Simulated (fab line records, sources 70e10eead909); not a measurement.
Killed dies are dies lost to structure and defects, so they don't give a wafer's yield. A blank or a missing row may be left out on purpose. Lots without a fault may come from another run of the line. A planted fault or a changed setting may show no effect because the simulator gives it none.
fab line records | flow nand_harc
record lots=6 wafers=18 last_day=24
route steps=1159 shown A_M0@1014 A_M1@1026 END@1159
lots that met no fault: from a run of the same line without faults
start_h: hours from the record's first day to the start of the lot's first wafer shown | wait_h: hours since the lot's step before | " the same as in the row above | L1.1+2: a row that stands for several wafers | - no value, or no start given | * or withheld: withheld | < > ~ a bound
route shown NAME@n: a module of which the file shows steps, and the number in the route of the first | usual: mean/standard deviation of fault-free wafers | same: alike in all rows | chamber/n: place in a boat | sites: the reading at each site | _std_site: their standard deviation | _edge_site: outer sites' mean less inner sites' | radius_mm: how far each site lies from the wafer's centre | mask NAME#n: copy n | behind: the tool/chamber that last shaped the wafer | hold: why the lot was held/for how many hours/how that ended | device: the transistor (n, p or np) that didn't switch | end of line: the same wafers' tests at the end of the route | a step without rows: its recipe alone | killed: dies lost to structure and defects at the first sort, not the wafer's yield | map: a wafer's dies, x killed, . not, _ none there
set.NAME: the setting as run; set.NAME@STEP: as run at that earlier step | model.NAME: the simulator's own value behind a step, which no gauge read
lots at some steps of the route; a table a step, a row a wafer
services: from which hour (start_h, from the record's first day; less than 0 if before it) a tool's chamber was out of use, for how many hours, and why
## steps
# step NHARC_A_M0_PRE_CLEAN_29
# recipe time_s=30 temp_c=280 gas=H2/He
# step NHARC_A_M0_PVD_20
# recipe target_thk_a=50 bias_v=168.6 power_w=15000 chamber_pressure_pa=0.12 time_s=8.06 substrate_temp_c=50 material=TaN
# step NHARC_A_M0_PVD_21
# recipe target_thk_a=300 chamber_pressure_pa=5 power_w=5000 substrate_temp_c=30 time_s=20.49 material=Cu
# usual throttle_valve_pct=30.3/0.91
# columns lot.wafer tool chamber start_h wait_h throttle_valve_pct
L617.4 pvd_sputter-01 - - - 31.6
L617.3 " - " " 29.7
L617.6 " - " " 31.3
L619.2 pvd_sputter-01 - - - 31.3
L619.3 " - " " 31.5
L619.5 " - " " 31.1
L629.4 pvd_sputter-03 - - - 29.2
L629.5 " - " " 29.4
L629.6 " - " " 31.1
L633.1 pvd_sputter-01 - - - 29.7
L633.3 " - " " 31.1
L633.2 " - " " 31.4
L636.3 pvd_sputter-03 - - - 29.2
L636.4 " - " " 31.2
L636.5 " - " " 31.5
L635.4 pvd_sputter-03 - - - 29.2
L635.1 " - " " 31.2
L635.3 " - " " 29.1
# step NHARC_A_M0_ECD_22
# recipe target_thk_a=4000 bath_temp_c=25 material=Cu
# step NHARC_A_M0_ANNEAL_30
# recipe temp_c=225 time_s=90
# usual wafer_temp_C_max=226.2/0.41
# columns lot.wafer tool chamber start_h wait_h wafer_temp_C_max
L617.3 rtp_anneal-02 0 402.24 0.3 225.8
L617.4 " 0 " " 225.8
L617.6 " 0 " " 226.5
L619.2 rtp_anneal-02 0 424.04 - 226.4
L619.3 " 0 " " 226.0
L619.5 " 0 " " 226.0
L629.4 rtp_anneal-01 0 475.07 0.3 226.1
L629.5 " 0 " " 226.4
L629.6 " 0 " " 226.6
L633.1 rtp_anneal-02 0 492.36 - 225.9
L633.2 " 0 " " 225.9
L633.3 " 0 " " 225.6
L636.3 rtp_anneal-02 0 508.15 - 225.8
L636.4 " 0 " " 226.0
L636.5 " 0 " " 226.0
L635.1 rtp_anneal-02 0 524.34 0.3 225.9
L635.3 " 0 " " 226.0
L635.4 " 0 " " 226.1
# step NHARC_A_M0_CMP_23
# recipe t_overpolish_s=20 target_thk_nm=113.75
# usual motor_current_A=12.2/1.2 retaining_ring_pressure_frac=1.001/0.005 time_to_endpoint_s=29.5/1.7
# columns lot.wafer tool chamber start_h wait_h motor_current_A retaining_ring_pressure_frac time_to_endpoint_s
L617.3 cmp-02 0 402.51 - 12.9 0.997 29.6
L617.4 " 1 " " 12.5 0.995 27.9
L617.6 " 0 " " 12.0 0.998 29.5
L619.2 cmp-02 1 424.34 - 13.1 1.006 30.1
L619.3 " 3 " " 11.3 1.003 31.6
L619.5 " 2 " " 10.6 0.990 30.9
L629.4 cmp-04 2 475.34 - 11.9 1.003 28.4
L629.5 " 3 " " 11.0 1.006 30.0
L629.6 " 0 " " 14.4 1.006 32.0
L633.3 cmp-02 1 492.74 - 12.9 1.002 25.5
L633.2 " 2 " " 10.3 1.006 26.8
L633.1 " 3 " " 10.7 1.000 28.3
L636.4 cmp-04 1 508.42 - 13.5 1.006 28.6
L636.3 " 2 " " 12.1 1.002 29.9
L636.5 " 0 " " 14.2 1.000 27.6
L635.3 cmp-01 0 524.87 - 13.5 0.998 32.5
L635.1 " 1 " " 14.5 1.001 29.4
L635.4 " 2 " " 12.2 1.009 31.2
# step NHARC_A_M0_THK_MEAS_24
# recipe thk_meas_gauge=xrf
# usual thk_nm=113.9/1.3
# columns lot.wafer tool chamber start_h wait_h thk_nm
L617.3 film_metro-02 - 402.80 - 115.0
L617.4 " - " " 115.8
L617.6 " - " " 113.1
L619.2 film_metro-02 - 424.65 - 111.1
L619.3 " - " " 112.5
L619.5 " - " " 115.0
L629.4 film_metro-01 - 475.58 - 114.0
L629.5 " - " " 115.7
L629.6 " - " " 112.8
L633.1 film_metro-01 - 493.03 - 113.2
L633.2 " - " " 115.0
L633.3 " - " " 111.5
L636.3 film_metro-01 - 508.71 - 112.4
L636.4 " - " " 112.8
L636.5 " - " " 114.0
L635.1 film_metro-02 - 525.16 - 113.6
L635.3 " - " " 111.1
L635.4 " - " " 112.8
# step NHARC_A_M0_SRD_25
# step NHARC_A_M0_INSPECT_27
# usual raw_defect_count=469/120
# columns lot.wafer tool chamber start_h wait_h raw_defect_count
L617.3 defect_inspect-01 - 402.98 0.0 349
L617.4 " - " " 633
L617.6 " - " " 333
L619.2 defect_inspect-01 - 424.81 0.0 387
L619.3 " - " " 251
L619.5 " - " " 362
L629.4 defect_inspect-01 - 475.74 0.0 416
L629.5 " - " " 409
L629.6 " - " " 383
L633.1 defect_inspect-01 - 493.19 0.0 408
L633.2 " - " " 301
L633.3 " - " " 400
L636.3 defect_inspect-02 - 508.89 0.0 352
L636.4 " - " " 411
L636.5 " - " " 853
L635.1 defect_inspect-01 - 525.32 0.0 519
L635.3 " - " " 455
L635.4 " - " " 508
# step NHARC_A_M0_PRE_CLEAN_31
# recipe time_s=12 temp_c=370 rf_power_w=300 gas=NH3
# usual heater_power_w=650/89
# columns lot.wafer tool chamber start_h wait_h heater_power_w
L617.3 pecvd-04 1 403.07 0.1 790
L617.4 " 2 " " 668
L617.6 " 0 " " 684
L619.2 pecvd-03 1 424.88 0.1 574
L619.3 " 0 " " 620
L619.5 " 1 " " 600
L629.5 pecvd-02 2 475.84 0.1 540
L629.4 " 0 " " 572
L629.6 " 1 " " 764
L633.3 pecvd-03 1 493.26 0.1 635
L633.2 " 2 " " 508
L633.1 " 0 " " 477
L636.3 pecvd-04 2 508.96 0.1 666
L636.5 " 2 " " 660
L636.4 " 0 " " 612
L635.1 pecvd-03 1 526.85 1.5 585
L635.3 " 2 " " 559
L635.4 " 1 " " 576
# step NHARC_A_M0_DEP_32
# recipe target_thk_a=300 temp_c=370 target_thk_nm=30 pressure_torr=3 flow_sccm=200 rf_w=450 material=SiCN
# usual chamber_pressure_Torr=2.999/0.0059 heater_power_outer_w=342/56 heater_power_w=591/81
# columns lot.wafer tool chamber start_h wait_h chamber_pressure_Torr heater_power_outer_w heater_power_w
L617.3 pecvd-04 1 403.21 0.1 2.990 424 745
L617.4 " 2 " " 2.997 416 677
L617.6 " 0 " " 3.007 380 615
L619.2 pecvd-03 1 424.96 0.1 3.003 287 519
L619.3 " 0 " " 2.995 298 497
L619.5 " 1 " " 2.991 289 541
L629.5 pecvd-02 2 476.01 0.2 2.996 334 561
L629.4 " 0 " " 3.011 281 483
L629.6 " 1 " " 2.988 365 712
L633.3 pecvd-03 1 493.34 0.1 3.001 272 514
L633.2 " 2 " " 2.995 308 571
L633.1 " 0 " " 3.005 286 464
L636.3 pecvd-04 2 509.04 0.1 3.008 434 704
L636.5 " 2 " " 3.005 432 707
L636.4 " 0 " " 2.999 407 655
L635.1 pecvd-03 1 526.93 0.1 3.001 310 565
L635.3 " 2 " " 3.008 317 565
L635.4 " 1 " " 3.005 312 577
# step NHARC_A_M1_DEP_00
# recipe target_thk_a=1825 target_thk_nm=182.5 temp_c=withheld pressure_torr=5 flow_sccm=200 rf_w=600 material=SiOC
# usual chamber_pressure_Torr=5.000/0.0096 rf_fwd_power_W=598.7/1.7
# columns lot.wafer tool chamber start_h wait_h chamber_pressure_Torr rf_fwd_power_W
L617.3 pecvd-03 0 403.63 - 4.997 598.4
L617.4 " 1 " " 4.990 597.0
L617.6 " 0 " " 4.995 595.7
L619.3 pecvd-04 1 425.42 - 5.006 598.7
L619.2 " 2 " " 4.993 597.8
L619.5 " 0 " " 4.990 598.1
L629.4 pecvd-02 1 476.41 - - -
L629.5 " 2 " " - -
L629.6 " 0 " " - -
L633.3 pecvd-03 1 493.73 - - -
L633.2 " 2 " " - -
L633.1 " 0 " " - -
L636.3 pecvd-02 2 509.48 - 5.010 597.6
L636.5 " 0 " " 4.997 597.7
L636.4 " 1 " " 4.998 598.4
L635.3 pecvd-03 1 527.36 - 5.000 598.0
L635.1 " 2 " " 5.013 600.3
L635.4 " 1 " " 4.994 596.4
# step NHARC_A_M1_DEHYDRATE_01
# recipe temp_c=150 time_s=120
# step NHARC_END_SORT_01
# recipe temp_c=25
# usual defect_limited_yield=95.6/1.3 killed_at_array=26/8.6 killed_at_other=0.7/0.97 killed_at_periphery=3.2/2.2 killed_dies=30/8.9 killed_open=3.1/1.8 killed_short=2.2/1.8 sort_bin_2_pct=1.4/0.58 sort_bin_3_pct=0.24/0.18 sort_bin_4_pct=2.8/0.9 sort_n_pass=647/8.9 sort_rim_yield_pct=95.5/2.5 sort_yield_pct=95.6/1.3
# same gross_dies=677 sort_bin_5_pct[%]=0 sort_bin_6_pct[%]=0 sort_bin_7_pct[%]=0 sort_bin_8_pct[%]=0 sort_rim_n_gross=106.00
# columns lot.wafer tool chamber start_h wait_h defect_limited_yield[%] killed_at_array killed_at_other killed_at_periphery killed_dies killed_open killed_short sort_bin_2_pct[%] sort_bin_3_pct[%] sort_bin_4_pct[%] sort_n_pass sort_rim_yield_pct[%] sort_yield_pct[%]
L629.4 prober-01 0 514.62 3.4 0 674 1 2 677 4 6 96.8 0.30 3.0 0 0 0
L629.5 prober-01 0 515.43 3.7 0 675 0 2 677 5 1 97.0 0 3.0 0 0 0
L629.6 prober-01 0 516.24 4.1 0 670 1 6 677 3 1 94.8 0.30 4.9 0 0 0
L633.1 prober-01 0 532.64 2.4 0 674 1 2 677 3 3 95.0 0.59 4.4 0 0 0
L633.2 prober-01 0 533.46 2.7 0 673 1 3 677 6 0 97.0 0 3.0 0 0 0
L633.3 prober-01 0 534.27 3.1 0 672 1 4 677 2 2 96.8 0.44 2.8 0 0 0
L635.1 prober-02 0 563.81 2.5 95.7 28 0 1 29 1 2 1.2 0.15 3.0 648 93.4 95.7
# killed by level:class
L629.4 A_M1:area_dep=647 A_SLIT:chamber_film_flake=13 A_STAIRCASE:chamber_film_flake=4 A_CONTACT:geometric_particle:open=2 P_GATE:geometric_particle:open=1 A_ONON_D1:geometric_particle:short=1 A_CHANNEL_FILL_D1:geometric_particle:short=1 A_CHANNEL_FILL_D1:geometric_particle:open=1
L629.5 A_M1:area_dep=651 A_SLIT:chamber_film_flake=12 A_STAIRCASE:chamber_film_flake=5 A_CONTACT:geometric_particle:open=3 A_CHANNEL_HOLE_D1:chamber_film_flake=2 P_CONTACT:geometric_particle:open=1 P_CONTACT:geometric_particle:short=1 A_M1:geometric_particle:open=1
L629.6 A_M1:area_dep=632 A_SLIT:chamber_film_flake=15 A_STAIRCASE:chamber_film_flake=10 A_CONTACT:chamber_film_flake=6 A_CHANNEL_HOLE_D1:chamber_film_flake=4 P_ZERO_WELL:chamber_film_flake=3 P_M1:chamber_film_flake=3 A_SGD_CUT:geometric_particle:short=1
L633.1 A_M1:area_dep=628 A_CHANNEL_HOLE_D1:chamber_film_flake=19 A_SLIT:chamber_film_flake=12 A_CONTACT:chamber_film_flake=8 A_ONON_D1:geometric_particle:open=2 P_M2:chamber_film_flake=2 A_SGD_CUT:geometric_particle:short=1 A_WL_FILL:geometric_particle:short=1
L633.2 A_M1:area_dep=637 A_SLIT:chamber_film_flake=14 A_CHANNEL_HOLE_D1:chamber_film_flake=13 A_CONTACT:chamber_film_flake=4 P_GATE:geometric_particle:open=2 A_WL_FILL:geometric_particle:open=2 A_ONON_D1:geometric_particle:open=1 A_SGD_CUT:geometric_particle:open=1
L633.3 A_M1:area_dep=643 A_CHANNEL_HOLE_D1:chamber_film_flake=12 A_SLIT:chamber_film_flake=10 A_WL_FILL:chamber_film_flake=3 A_CONTACT:chamber_film_flake=2 P_STI:geometric_particle:open=1 P_M2:geometric_particle:open=1 A_WL_FILL:geometric_particle:short=1
L635.1 A_CHANNEL_HOLE_D1:chamber_film_flake=11 A_CONTACT:chamber_film_flake=6 A_SLIT:chamber_film_flake=4 A_SGD_CUT:chamber_film_flake=3 A_WL_FILL:chamber_film_flake=2 P_M1:geometric_particle:short=1 A_ONON_D1:geometric_particle:open=1 A_M1:geometric_particle:short=1
# map L629.4 (x killed, . not)
____________x____________
_________xxxxxxx_________
_______xxxxxxxxxxx_______
______xxxxxxxxxxxxx______
_____xxxxxxxxxxxxxxx_____
____xxxxxxxxxxxxxxxxx____
____xxxxxxxxxxxxxxxxx____
___xxxxxxxxxxxxxxxxxxx___
___xxxxxxxxxxxxxxxxxxx___
__xxxxxxxxxxxxxxxxxxxxx__
__xxxxxxxxxxxxxxxxxxxxx__
_xxxxxxxxxxxxxxxxxxxxxxx_
_xxxxxxxxxxxxxxxxxxxxxxx_
_xxxxxxxxxxxxxxxxxxxxxxx_
_xxxxxxxxxxxxxxxxxxxxxxx_
_xxxxxxxxxxxxxxxxxxxxxxx_
xxxxxxxxxxxxxxxxxxxxxxxxx
xxxxxxxxxxxxxxxxxxxxxxxxx
xxxxxxxxxxxxxxxxxxxxxxxxx
xxxxxxxxxxxxxxxxxxxxxxxxx
xxxxxxxxxxxxxxxxxxxxxxxxx
_xxxxxxxxxxxxxxxxxxxxxxx_
_xxxxxxxxxxxxxxxxxxxxxxx_
_xxxxxxxxxxxxxxxxxxxxxxx_
_xxxxxxxxxxxxxxxxxxxxxxx_
_xxxxxxxxxxxxxxxxxxxxxxx_
__xxxxxxxxxxxxxxxxxxxxx__
__xxxxxxxxxxxxxxxxxxxxx__
___xxxxxxxxxxxxxxxxxxx___
___xxxxxxxxxxxxxxxxxxx___
____xxxxxxxxxxxxxxxxx____
____xxxxxxxxxxxxxxxxx____
_____xxxxxxxxxxxxxxx_____
______xxxxxxxxxxxxx______
_______xxxxxxxxxxx_______
_________xxxxxxx_________
____________x____________
# map L633.1 (x killed, . not)
____________x____________
_________xxxxxxx_________
_______xxxxxxxxxxx_______
______xxxxxxxxxxxxx______
_____xxxxxxxxxxxxxxx_____
____xxxxxxxxxxxxxxxxx____
____xxxxxxxxxxxxxxxxx____
___xxxxxxxxxxxxxxxxxxx___
___xxxxxxxxxxxxxxxxxxx___
__xxxxxxxxxxxxxxxxxxxxx__
__xxxxxxxxxxxxxxxxxxxxx__
_xxxxxxxxxxxxxxxxxxxxxxx_
_xxxxxxxxxxxxxxxxxxxxxxx_
_xxxxxxxxxxxxxxxxxxxxxxx_
_xxxxxxxxxxxxxxxxxxxxxxx_
_xxxxxxxxxxxxxxxxxxxxxxx_
xxxxxxxxxxxxxxxxxxxxxxxxx
xxxxxxxxxxxxxxxxxxxxxxxxx
xxxxxxxxxxxxxxxxxxxxxxxxx
xxxxxxxxxxxxxxxxxxxxxxxxx
xxxxxxxxxxxxxxxxxxxxxxxxx
_xxxxxxxxxxxxxxxxxxxxxxx_
_xxxxxxxxxxxxxxxxxxxxxxx_
_xxxxxxxxxxxxxxxxxxxxxxx_
_xxxxxxxxxxxxxxxxxxxxxxx_
_xxxxxxxxxxxxxxxxxxxxxxx_
__xxxxxxxxxxxxxxxxxxxxx__
__xxxxxxxxxxxxxxxxxxxxx__
___xxxxxxxxxxxxxxxxxxx___
___xxxxxxxxxxxxxxxxxxx___
____xxxxxxxxxxxxxxxxx____
____xxxxxxxxxxxxxxxxx____
_____xxxxxxxxxxxxxxx_____
______xxxxxxxxxxxxx______
_______xxxxxxxxxxx_______
_________xxxxxxx_________
____________x____________
## services
# columns tool chamber start_h hours kind
cmp-02 - 379.58 2.0 repair
cmp-01 - 384.66 6.4 repair
pecvd-04 - 386.99 13.0 pm
cmp-04 - 399.08 4.0 pm
cmp-01 - 401.00 1.9 repair
pecvd-03 - 402.28 0.4 repair
pvd_sputter-03 - 403.52 0.9 repair
pvd_sputter-03 - 406.12 5.2 repair
cmp-02 - 424.51 4.0 pm
cmp-01 - 448.42 0.7 repair
cmp-04 - 453.42 0.5 repair
pvd_sputter-01 - 453.77 5.1 repair
pvd_sputter-03 - 458.02 10.0 pm
cmp-02 - 469.53 0.8 repair
pecvd-03 - 473.14 13.0 pm
pecvd-03 0 473.14 13.0 vent_cycle
pecvd-03 1 473.14 13.0 vent_cycle
cmp-01 - 473.51 4.0 pm
cmp-04 - 497.08 4.0 pm
cmp-04 - 510.21 12.7 repair
pecvd-02 - 515.34 13.0 pm
cmp-02 - 522.61 4.0 pm
cmp-04 - 524.06 0.9 repair
pvd_sputter-01 - 527.33 10.0 pm
## key
first_sign step=NHARC_A_M1_DEP_00 reading=tool_record direction=missing
effect step=NHARC_END_SORT_01 reading=sort_bin_2_pct direction=up sigmas=99+ usual=1.4 struck=96.2
more_kills_born_at NHARC_A_M1_DEP_00@pecvd-02=1930 NHARC_A_M1_DEP_00@pecvd-03=1908
met_at NHARC_A_M1_DEP_00
struck_wafers L629.4,L629.5,L629.6,L633.1,L633.2,L633.3
later_rows_left_out L629.4,L629.5,L629.6,L633.1,L633.2,L633.3
onset_between 403.63 476.41
fault kind=skipped_step_whole tool=pecvd-02,pecvd-03 chamber=- onset_h=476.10 steps=NHARC_A_M1_DEP_00 scope=struck_lots_only
# later_rows_left_out: the simulator's readings of these wafers behind a module that went badly wrong aren't trusted and aren't shown, but for the sort
